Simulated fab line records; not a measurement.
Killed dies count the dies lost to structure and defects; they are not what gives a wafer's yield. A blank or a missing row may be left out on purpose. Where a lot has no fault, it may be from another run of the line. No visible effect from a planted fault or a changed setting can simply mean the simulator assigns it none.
Chamber matching :: flow n5-finfet :: N5_BEOL_M7_PECVD_70 on pecvd-04: 3 sister chambers
The step deposits SiO2 from TEOS/O2, target thk 20 nm, time 22.7 s. 14 wafers are shown with their chamber, then 7 later ones without.

WAFERS WITH THEIR CHAMBER
wafer: L078.1
chamber: 2
throttle-valve-pct (%): 21.4
heater-power-w (W): 741
showerhead-plenum-p-Torr (Torr): 8.78

wafer: L078.5
chamber: 2
throttle-valve-pct (%): 21.8
heater-power-w (W): 751
showerhead-plenum-p-Torr (Torr): 8.80

wafer: L078.6
chamber: 1
throttle-valve-pct (%): 24.4
heater-power-w (W): 659
showerhead-plenum-p-Torr (Torr): 8.75

wafer: L080.2
chamber: 1
throttle-valve-pct (%): 24.2
heater-power-w (W): 601
showerhead-plenum-p-Torr (Torr): 8.75

wafer: L080.3
chamber: 0
throttle-valve-pct (%): 23.4
heater-power-w (W): 715
showerhead-plenum-p-Torr (Torr): 8.78

wafer: L080.6
chamber: 2
throttle-valve-pct (%): 21.7
heater-power-w (W): 765
showerhead-plenum-p-Torr (Torr): 8.77

wafer: L082.1
chamber: 1
throttle-valve-pct (%): 24.6
heater-power-w (W): 653
showerhead-plenum-p-Torr (Torr): 8.77

wafer: L082.3
chamber: 2
throttle-valve-pct (%): 21.6
heater-power-w (W): 671
showerhead-plenum-p-Torr (Torr): 8.80

wafer: L082.6
chamber: 2
throttle-valve-pct (%): 21.6
heater-power-w (W): 662
showerhead-plenum-p-Torr (Torr): 8.77

wafer: L087.1
chamber: 0
throttle-valve-pct (%): 23.5
heater-power-w (W): 769
showerhead-plenum-p-Torr (Torr): 8.76

wafer: L087.3
chamber: 2
throttle-valve-pct (%): 21.5
heater-power-w (W): 701
showerhead-plenum-p-Torr (Torr): 8.78

wafer: L087.5
chamber: 2
throttle-valve-pct (%): 21.8
heater-power-w (W): 719
showerhead-plenum-p-Torr (Torr): 8.77

wafer: L090.1
chamber: 0
throttle-valve-pct (%): 23.3
heater-power-w (W): 742
showerhead-plenum-p-Torr (Torr): 8.77

wafer: L090.4
chamber: 1
throttle-valve-pct (%): 24.5
heater-power-w (W): 697
showerhead-plenum-p-Torr (Torr): 8.79

SIGNATURES, as means of the wafers listed above
reading: throttle-valve-pct
chamber 0: 23.400
chamber 1: 24.425
chamber 2: 21.629
scatter within a chamber: 0.148

reading: heater-power-w
chamber 0: 742.00
chamber 1: 652.50
chamber 2: 715.71
scatter within a chamber: 37.6

reading: showerhead-plenum-p-Torr
chamber 0: 8.7700
chamber 1: 8.7650
chamber 2: 8.7814
scatter within a chamber: 0.0147
Rule: for each reading, subtract the chamber's mean from the wafer's reading, divide by that reading's scatter and square the result; add these up over the readings and take the root, which gives the wafer's distance from the chamber. The wafer belongs to the nearest chamber; if the next one is less than 2 further off, it can't be placed. The scatter: take each reading less its chamber's mean, square it, sum over the shown wafers, divide by the number of wafers less the number of chambers, and take the root.

WAFERS WHOSE CHAMBER IS MISSING
wafer: L090.6
throttle-valve-pct (%): 23.3
heater-power-w (W): 736
showerhead-plenum-p-Torr (Torr): 8.75

wafer: L089.1
throttle-valve-pct (%): 24.1
heater-power-w (W): 674
showerhead-plenum-p-Torr (Torr): 8.76

wafer: L089.3
throttle-valve-pct (%): 23.7
heater-power-w (W): 775
showerhead-plenum-p-Torr (Torr): 8.78

wafer: L089.6
throttle-valve-pct (%): 21.8
heater-power-w (W): 650
showerhead-plenum-p-Torr (Torr): 8.79

wafer: L096.1
throttle-valve-pct (%): 23.6
heater-power-w (W): 751
showerhead-plenum-p-Torr (Torr): 8.75

wafer: L096.5
throttle-valve-pct (%): 23.3
heater-power-w (W): 753
showerhead-plenum-p-Torr (Torr): 8.76

wafer: L096.6
throttle-valve-pct (%): 22.1
heater-power-w (W): 719
showerhead-plenum-p-Torr (Torr): 8.78

THE CHAMBER EACH PASSED THROUGH
wafer: L090.6
from the rows above: 0
in truth: 0

wafer: L089.1
from the rows above: 1
in truth: 1

wafer: L089.3
from the rows above: 0
in truth: 0

wafer: L089.6
from the rows above: 2
in truth: 2

wafer: L096.1
from the rows above: 0
in truth: 0

wafer: L096.5
from the rows above: 0
in truth: 0

wafer: L096.6
from the rows above: 2
in truth: 2
Correct placement for 7 of the 7. From these rows, 0 cannot be placed. 0 placed wrongly.
